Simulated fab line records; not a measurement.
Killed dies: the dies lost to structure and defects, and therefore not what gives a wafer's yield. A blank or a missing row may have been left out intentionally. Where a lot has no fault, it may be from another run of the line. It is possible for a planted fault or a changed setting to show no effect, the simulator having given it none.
Matching of chambers + flow nand_harc + 4 sister chambers for NHARC_P_M1_CMP_23 on cmp-01
The step polishes, t overpolish 20 s, target thk 157.82 nm. 4 wafers are shown with their chamber, then 7 later ones without.

== WAFERS WITH THEIR CHAMBER ==
| wafer  | chamber | motor_current_A (A) |
|--------|---------|---------------------|
| L488.5 | 2       | 9.8                 |
| L491.1 | 1       | 13.6                |
| L493.2 | 0       | 12.8                |
| L493.5 | 3       | 15.3                |

== WAFERS MISSING THEIR CHAMBER ==
| wafer  | motor_current_A (A) |
|--------|---------------------|
| L493.6 | 10.2                |
| L494.1 | 9.9                 |
| L494.3 | 13.1                |
| L494.4 | 14.1                |
| L495.1 | 13.5                |
| L495.2 | 12.2                |
| L495.5 | 14.4                |

== CHAMBER TAKEN BY EACH ==
| wafer  | from the rows above          | in truth |
|--------|------------------------------|----------|
| L493.6 | 2                            | 2        |
| L494.1 | 2                            | 2        |
| L494.3 | can't be placed: 0 or 1      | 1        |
| L494.4 | can't be placed: 1 or 3 or 0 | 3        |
| L495.1 | can't be placed: 1 or 0      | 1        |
| L495.2 | can't be placed: 0 or 1      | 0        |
| L495.5 | can't be placed: 1 or 3 or 0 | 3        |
Placed correctly: 2 of 7. Unplaceable from these rows: 5, with the true chamber sitting among the candidates in 5. Wrongly placed: 0.
How it was worked out, from the rows above alone: a wafer's distance from a chamber is the root of the sum, over the readings, of the square of ((its reading less the chamber's mean) divided by the reading's scatter). The wafer belongs to the nearest chamber; if the next one is less than 2 further off, it can't be placed. For every chamber, the mean is computed from those of its wafers that are shown. The scatter: with one shown wafer a chamber, the root of the mean of the squares of how far each hidden wafer lies from its nearest shown one.
